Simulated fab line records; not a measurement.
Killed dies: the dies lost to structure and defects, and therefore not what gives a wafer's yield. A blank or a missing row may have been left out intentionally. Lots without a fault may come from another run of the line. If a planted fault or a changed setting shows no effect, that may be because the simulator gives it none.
Chamber matching | flow nand_harc | NHARC_A_STAIRCASE_DESCUM_312 on rie_diel-01 has 4 sister chambers
The step chemistry O2, time 3 s. 14 wafers are shown with their chamber, then 7 later ones without.

== WAFERS WITH THEIR CHAMBER ==
wafer  | chamber | showerhead_plenum_p_Torr (Torr) | rf_vpp_V (V) | throttle_valve_pct (%)
L688.1 | 3       | 1.82                            | 58.0         | 11.310
L688.3 | 1       | 1.80                            | 57.4         | 11.312
L688.6 | 0       | 1.78                            | 57.5         | 11.306
L690.4 | 1       | 1.79                            | 57.2         | 11.314
L690.5 | 0       | 1.78                            | 56.2         | 11.311
L690.6 | 1       | 1.79                            | 56.7         | 11.305
L692.1 | 3       | 1.81                            | 58.3         | 11.334
L692.4 | 2       | 1.95                            | 57.4         | 11.315
L692.6 | 0       | 1.78                            | 56.4         | 11.321
L700.1 | 2       | 1.95                            | 58.0         | 11.311
L700.2 | 1       | 1.78                            | 56.0         | 11.306
L700.6 | 1       | 1.78                            | 56.9         | 11.303
L702.1 | 0       | 1.77                            | 55.2         | 11.314
L702.2 | 2       | 1.94                            | 58.1         | 11.306

SIGNATURES (means of the wafers above)
reading                  | chamber 0 | chamber 1 | chamber 2 | chamber 3 | scatter within a chamber
showerhead_plenum_p_Torr | 1.7775    | 1.7880    | 1.9467    | 1.8150    | 0.00687
rf_vpp_V                 | 56.325    | 56.840    | 57.833    | 58.150    | 0.646
throttle_valve_pct       | 11.31300  | 11.30800  | 11.31067  | 11.32200  | 0.00733
Rule: a wafer's distance from a chamber is the root of the sum, over the readings, of the square of ((its reading less the chamber's mean) divided by the reading's scatter). If the next closest chamber is less than 2 further off than the closest, the wafer can't be placed; otherwise it belongs to the closest. The scatter: take each reading less its chamber's mean, square it, sum over the shown wafers, divide by the number of wafers less the number of chambers, and take the root.

== WAFERS MISSING THEIR CHAMBER ==
wafer  | showerhead_plenum_p_Torr (Torr) | rf_vpp_V (V) | throttle_valve_pct (%)
L702.6 | 1.77                            | 59.0         | 11.322
L709.2 | 2.07                            | 58.9         | 11.304
L709.4 | 1.77                            | 56.6         | 11.313
L709.6 | 1.77                            | 58.4         | 11.306
L710.2 | 1.80                            | 56.4         | 11.316
L710.4 | 2.07                            | 58.8         | 11.317
L710.6 | 1.93                            | 57.7         | 11.312

== CHAMBER TAKEN BY EACH ==
wafer  | from the rows above          | in truth
L702.6 | can't be placed: 0 or 1      | 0
L709.2 | 2                            | 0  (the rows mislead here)
L709.4 | can't be placed: 0 or 1      | 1
L709.6 | can't be placed: 0 or 1      | 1
L710.2 | can't be placed: 1 or 0 or 3 | 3
L710.4 | 2                            | 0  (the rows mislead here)
L710.6 | 2                            | 2
Correct placement for 1 of the 7. These rows do not allow placing 4 (true chamber among the candidates in 4). Wrongly placed: 2.
